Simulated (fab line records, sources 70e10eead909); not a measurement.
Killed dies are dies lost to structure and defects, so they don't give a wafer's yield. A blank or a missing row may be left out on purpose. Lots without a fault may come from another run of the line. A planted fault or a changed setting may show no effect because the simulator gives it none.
A struck lot beside a sound one | flow nand_harc | 17 steps out of a route of 1302
Sound: wafers L187.1, L187.3, L187.6. Struck: wafer L186.3. (L186.2 of the same lot was not struck and is left out.) The cause comes at the end.
At each step with rows: each side's tool, then ch and its chambers, then its first start. Under that, the readings that differ: sound wafers | struck wafers | difference of the means | sigmas: that difference in standard deviations of wafers without a fault.
alike: readings whose means differ by less than 2 such deviations, and words and numbers that are the same on both sides. not compared: withheld readings, readings that some wafer has no value for, bounds like >300 that may hide the same value, and numbers for which the record gives no deviation and whose values overlap.
The two part at a step that has a row with sigmas, a row that says differs or no value, or rows on one side only. Numbers that don't overlap but have no deviation are shown without sigmas and don't part them. A reading that every wafer of one side lacks parts them only if that side has two wafers or more.

NHARC_P_GATE_CD_MEAS_59: target cd 720 nm.
  sound on cd_sem-01 ch 0, day 14 17:43; struck on cd_sem-01 ch 0, day 14 07:18
  alike: cd_nm
then, 1 step without rows for these wafers: NHARC_P_GATE_HARDBAKE_60 (time 80 s).
NHARC_P_GATE_DESCUM_61: chemistry O2, time 3 s.
  sound on rie_diel-01 ch 2,3, day 14 17:53; struck on rie_diel-10 ch 3, day 14 07:28
  reading                         | sound          | struck | difference | sigmas
  showerhead_plenum_p_Torr (Torr) | 2.01 1.97 1.97 | 1.81   | -0.17      | -2
  alike: drypump_motor_current_A, mfc_ar_sccm, oes_product_au, rf_vpp_V, throttle_valve_pct
  not compared: rf_hours_counter_h
then, 1 step without rows for these wafers: NHARC_P_GATE_IMPLANT_62.
NHARC_P_GATE_STRIP_112: strips in N2/H2, time 200 s.
  sound on plasma_asher-02 ch 0,1, day 14 18:19; struck on plasma_asher-01 ch 0, day 14 07:52
  reading             | sound    | struck | difference | sigmas
  heater_power_w (W)  | 95 79 94 | 72     | -17        | -2
  rf_refl_power_W (W) | 27 25 27 | 18     | -8         | -3
  alike: drypump_motor_current_A
  not compared: rf_hours_counter_h
NHARC_P_GATE_STRIP_76: strips in O2.
  sound on plasma_asher-02 ch 0,1, day 14 18:32; struck on plasma_asher-01 ch 0, day 14 08:06
  reading             | sound          | struck | difference | sigmas
  heater_power_w (W)  | 344 296 351    | 266    | -64        | -2
  rf_refl_power_W (W) | 26.6 25.1 25.0 | 17.1   | -8.5       | -3
  alike: drypump_motor_current_A
  not compared: rf_hours_counter_h
then, 6 steps without rows for these wafers: NHARC_P_GATE_STRIP_63 (strips in SPM, time 900 s); NHARC_P_GATE_DEHYDRATE_83 (time 120 s); NHARC_P_GATE_HMDS_84 (time 30 s); NHARC_P_GATE_COAT_85; NHARC_P_GATE_SOFTBAKE_86 (time 95 s); NHARC_P_GATE_EBR_87.
NHARC_P_GATE_EXPOSE_88: exposes mask P HVN, target cd 2000 nm.
  sound on krf_scanner-03 ch 0, day 14 19:17; struck on krf_scanner-01 ch 0, day 14 08:44
  alike: mask
then, 2 steps without rows for these wafers: NHARC_P_GATE_PEB_89 (peb time 85 s); NHARC_P_GATE_DEVELOP_90 (time 70 s).
NHARC_P_GATE_CD_MEAS_91: target cd 2000 nm.
  sound on cd_sem-02 ch 0, day 14 19:27; struck on cd_sem-01 ch 0, day 14 08:53
  reading    | sound                | struck | difference | sigmas
  cd_nm (nm) | 1997.9 1999.2 1997.5 | 2008.6 | +10.4      | +6
then, 1 step without rows for these wafers: NHARC_P_GATE_HARDBAKE_92 (time 80 s).

WHERE THEY PART
First at NHARC_P_GATE_DESCUM_61; last, within this record, at NHARC_P_GATE_CD_MEAS_91.

WHY: what the simulator had put in
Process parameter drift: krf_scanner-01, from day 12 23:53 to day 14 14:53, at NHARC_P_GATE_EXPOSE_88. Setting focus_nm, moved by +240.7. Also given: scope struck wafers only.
